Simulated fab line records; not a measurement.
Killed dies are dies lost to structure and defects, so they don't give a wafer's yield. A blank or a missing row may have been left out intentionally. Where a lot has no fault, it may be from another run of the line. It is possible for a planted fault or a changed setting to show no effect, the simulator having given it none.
A struck lot beside a sound one | flow n5 finfet | 35 out of 1938 route steps
Sound: these wafers, L955.1, L955.2, L955.5. Wafers L948.1, L948.3, L948.6 were the ones struck. The cause is given at the end.
For every step that has rows: the tool of each side, followed by ch and its chambers, followed by its first start. Under that, the readings that differ: sound wafers | struck wafers | difference of the means | sigmas: that difference in standard deviations of wafers without a fault.
alike: words and numbers the same on both sides, and readings whose means are apart by under 2 such deviations; not compared: readings that were withheld, readings missing a value for some wafer, numbers with overlapping values and no deviation given by the record, and bounds like >300 which may hide the same value.
Wherever a step has rows on one side only, a row that says differs or no value, or a row with sigmas, the two part there. Numbers that don't overlap but have no deviation are shown without sigmas and don't part them. A reading that every wafer of one side lacks parts them only if that side has two wafers or more.

N5_START_INSPECT_01: inspects for defects (unpatterned scan).
  sound: defect inspect-01 at day 6 12:02; struck: defect inspect-01 at day 4 18:02
  alike: raw defect count
then, 2 steps without rows for these wafers: N5_ZERO_LAYER_PRECLEAN_00 (cleans in SPM, time 600 s); N5_ZERO_LAYER_SRD_01 (time 30 s, dry time 30 s).
N5_ZERO_LAYER_PECVD_02: deposits SiO2 from SiH4/N2O, target thk 10 nm, time 6 s.
  sound on pecvd-01 ch 0,1,2, day 6 12:17; struck on pecvd-02 ch 0,1,2, day 4 18:17
  no value came back on the struck wafers for any of 6 readings (chamber pressure Torr (Torr), heater power outer w (W) and others); on the sound wafers chamber pressure Torr (Torr) reads 0.7501 0.7479 0.7513
then, 8 steps without rows for these wafers: N5_ZERO_LAYER_HMDS_04 (time 60 s); N5_ZERO_LAYER_COAT_05 (resist thk 1000 nm); N5_ZERO_LAYER_EBR_07; N5_ZERO_LAYER_SOFTBAKE_06 (time 90 s); N5_ZERO_LAYER_EXPOSE_08 (exposes mask ZERO, defocus 0 nm, target cd 2000 nm); N5_ZERO_LAYER_PEB_09; N5_ZERO_LAYER_DEVELOP_10 (develop time 60 s); N5_ZERO_LAYER_HARDBAKE_23 (time 120 s).
N5_ZERO_LAYER_CD_MEAS_11: the cd target is 2000 nm.
  sound on cd sem-01 ch 0, day 6 12:38; struck on cd sem-03 ch 0, day 4 18:38
  alike: cd nm
N5_ZERO_LAYER_DESCUM_16: chemistry O2, time 7.9 s.
  sound on rie diel-03 ch 0,2, day 6 14:22; struck on rie diel-02 ch 1,2, day 4 19:25
  alike: drypump motor current A, oes product au, rf vpp V, showerhead plenum p Torr, throttle valve pct
  not compared: rf hours counter h
N5_ZERO_LAYER_ETCH_17: etches SiO2 in CF4, target depth 12 nm, time 13.3 s.
  sound on rie diel-03 ch 0,2, day 6 14:24; struck on rie diel-02 ch 1,2, day 4 19:27
  alike: drypump motor current A, mfc ar sccm, oes product au, rf vpp V, showerhead plenum p Torr, throttle valve pct
  not compared: rf hours counter h
N5_ZERO_LAYER_ETCH_18: etches Si in HBr/Cl2, target depth 120 nm, time 40 s.
  sound on rie si-03 ch 1,3, day 6 14:28; struck on rie si-03 ch 0,2,3, day 4 19:31
  alike: drypump motor current A, oes product au, throttle valve pct
  not compared: rf hours counter h
N5_ZERO_LAYER_STRIP_24: strips in O2.
  sound on plasma asher-02 ch 0,1, day 6 14:40; struck on plasma asher-02 ch 0,1, day 4 19:38
  alike: drypump motor current A, heater power w, oes product au, strip time to endpoint s
  not compared: rf hours counter h
then, 1 step without rows for these wafers: N5_ZERO_LAYER_STRIP_19 (strips in SPM, time 900 s).
N5_ZERO_LAYER_INSPECT_20: inspects for defects (darkfield).
  sound: defect inspect-02 at day 6 15:01; struck: defect inspect-02 at day 4 19:59
  reading          | sound    | struck | difference | sigmas
  raw defect count | 56 32 46 | 3 3 3  | -42        | -2
then, 8 steps without rows for these wafers: N5_WELL_APT_HMDS_01 (time 60 s); N5_WELL_APT_COAT_02 (resist thk 950 nm); N5_WELL_APT_EBR_04; N5_WELL_APT_SOFTBAKE_03 (time 60 s); N5_WELL_APT_EXPOSE_05 (exposes mask NWELL, defocus 0 nm, target cd 200 nm); N5_WELL_APT_PEB_06 (peb time 90 s); N5_WELL_APT_DEVELOP_07 (develop time 45 s); N5_WELL_APT_HARDBAKE_12 (time 120 s).
N5_WELL_APT_CD_MEAS_08: the cd target is 200 nm.
  sound on cd sem-02 ch 0, day 6 15:27; struck on cd sem-01 ch 0, day 4 20:25
  reading    | sound             | struck            | difference | sigmas
  cd nm (nm) | 195.7 197.2 198.9 | 200.4 201.2 199.9 | +3.2       | +2
N5_WELL_APT_OVL_MEAS_09:
  sound on overlay-02 ch 0, day 6 15:29; struck on overlay-02 ch 0, day 4 20:27
  alike: NWELL_OVL
N5_WELL_APT_INSPECT_10: inspects for defects (macro).
  sound: defect inspect-02 at day 6 15:31; struck: defect inspect-01 at day 4 20:28
  alike: raw defect count
N5_WELL_APT_DESCUM_13: chemistry O2, time 7.9 s.
  sound on rie diel-01 ch 0,1,3, day 6 15:32; struck on rie diel-05 ch 1,2,3, day 4 20:30
  alike: drypump motor current A, oes product au, rf vpp V, showerhead plenum p Torr, throttle valve pct
  not compared: rf hours counter h
then, 2 steps without rows for these wafers: N5_WELL_APT_IMPLANT_14; N5_WELL_APT_IMPLANT_15.
-- here the record skips 7 days between the struck wafers' starts before and after, leaving off in module WELL_APT and picking up in module BEOL_M4 (first step shown: number 1111 of the route) --
N5_BEOL_M4_RC_MEAS_101:
  sound on prober-02 ch 0, day 13 09:45; struck on prober-01 ch 0, day 11 19:15
  reading           | sound                | struck               | difference | sigmas
  CJ_N              | 4.51 4.43 4.30       | 3.47 3.39 3.35       | -1.01      | -13
  IOFF_N (nA/um)    | 0.14 0.13 0.16       | 0.25 0.17 0.24       | +0.08      | +2
  IOFF_P (nA/um)    | 0.17 0.18 0.20       | 0.26 0.24 0.34       | +0.10      | +3
  RS_PWELL (ohm/sq) | 3012 2998 3011       | 2819 2819 2821       | -187       | -9
  SS_N (mV/dec)     | 71.2 71.7 71.3       | 73.0 71.5 74.6       | +1.6       | +2
  VT_P (mV)         | -256.2 -255.0 -253.5 | -247.8 -248.2 -249.5 | +6.4       | +2
  alike: DIBL_N, DIBL_P, ION_N, ION_P, SS_P, VT_N
N5_PASSIVATION_PROBE_49:
  the record has rows for the sound wafers here (prober-01, day 18 00:58) and none for the struck ones

== WHERE THEY PART ==
At N5_ZERO_LAYER_PECVD_02 first; at N5_PASSIVATION_PROBE_49 last (within this record only).

WHY: what had been put in by the simulator
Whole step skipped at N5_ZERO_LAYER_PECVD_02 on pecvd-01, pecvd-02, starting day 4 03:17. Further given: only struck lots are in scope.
